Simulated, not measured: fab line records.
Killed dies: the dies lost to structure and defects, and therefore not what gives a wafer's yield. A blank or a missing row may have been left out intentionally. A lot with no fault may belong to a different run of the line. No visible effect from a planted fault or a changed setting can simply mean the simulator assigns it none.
Chamber matching | flow n5Finfet | 4 sister chambers for N5_BEOL_M4_ETCH_70 on rieDiel-01
The step etches SOC in N2/H2, target depth 80 nm, overetch 24 nm, time 130 s. 4 wafers are shown with their chamber, then 12 later ones without.

== EACH WAFER AND ITS CHAMBER ==
wafer  | chamber | drypumpMotorCurrentA (A)
L087.4 | 3       | 6.3
L092.2 | 1       | 5.1
L092.4 | 0       | 5.7
L092.5 | 2       | 5.3

== WAFERS WHOSE CHAMBER IS MISSING ==
wafer  | drypumpMotorCurrentA (A)
L093.2 | 6.3
L093.3 | 5.7
L093.4 | 5.4
L095.1 | 5.1
L095.2 | 5.4
L095.3 | 5.8
L095.4 | 6.3
L095.5 | 5.4
L095.6 | 5.1
L097.1 | 5.1
L097.2 | 5.4
L097.5 | 6.3

== CHAMBER TAKEN BY EACH ==
wafer  | from the rows above | in truth
L093.2 | 3                   | 3
L093.3 | 0                   | 0
L093.4 | 2                   | 2
L095.1 | 1                   | 1
L095.2 | 2                   | 2
L095.3 | 0                   | 0
L095.4 | 3                   | 3
L095.5 | 2                   | 2
L095.6 | 1                   | 1
L097.1 | 1                   | 1
L097.2 | 2                   | 2
L097.5 | 3                   | 3
Correct placement for 12 of the 12. From these rows, 0 cannot be placed. Placed wrongly: 0.
How it was worked out, from the rows above alone: a wafer's distance from a chamber is the root of the sum, over the readings, of the square of ((its reading less the chamber's mean) divided by the reading's scatter). The wafer belongs to the nearest chamber; if the next one is less than 2 further off, it can't be placed. For every chamber, the mean is computed from those of its wafers that are shown. The scatter: with one shown wafer a chamber, the root of the mean of the squares of how far each hidden wafer lies from its nearest shown one.
